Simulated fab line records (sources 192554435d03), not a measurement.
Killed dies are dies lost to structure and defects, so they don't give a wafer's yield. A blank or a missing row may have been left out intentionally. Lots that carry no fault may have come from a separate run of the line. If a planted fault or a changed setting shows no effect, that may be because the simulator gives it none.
Chamber matching	flow n5Finfet	aldMetal-02 running N5_BEOL_M3_ALD_84: 4 sister chambers
The step deposits TaN, pulse time 2 s, purge time 3 s, co reactant purge time 2 s. 8 wafers are shown with their chamber, then 9 later ones without.

## WAFERS, EACH WITH ITS CHAMBER
wafer	chamber	heaterPowerW (W)
L076.3	0	449
L080.4	1	419
L084.1	3	389
L084.2	1	411
L084.3	2	394
L085.2	3	385
L085.3	2	398
L085.4	0	453

## WAFERS WITHOUT THEIR CHAMBER
wafer	heaterPowerW (W)
L089.3	390
L089.5	428
L089.6	390
L093.3	427
L093.4	378
L093.6	382
L096.2	393
L096.4	385
L096.5	395

## CHAMBER TAKEN BY EACH
wafer	from the rows above	in truth
L089.3	can't be placed: 3 or 2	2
L089.5	1	1
L089.6	can't be placed: 3 or 2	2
L093.3	1	1
L093.4	3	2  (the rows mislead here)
L093.6	3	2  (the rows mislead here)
L096.2	can't be placed: 2 or 3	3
L096.4	3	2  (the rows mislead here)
L096.5	can't be placed: 2 or 3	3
Correct placement for 2 of the 9. Not placeable from these rows: 4 (in 4, the candidates include the true chamber). Placed wrongly: 3.
How it was worked out, from the rows above alone: a wafer's distance from a chamber is the root of the sum, over the readings, of the square of ((its reading less the chamber's mean) divided by the reading's scatter). If the next closest chamber is less than 2 further off than the closest, the wafer can't be placed; otherwise it belongs to the closest. Each chamber's mean is taken over the wafers shown for it. The scatter: take each reading less its chamber's mean, square it, sum over the shown wafers, divide by the number of wafers less the number of chambers, and take the root.
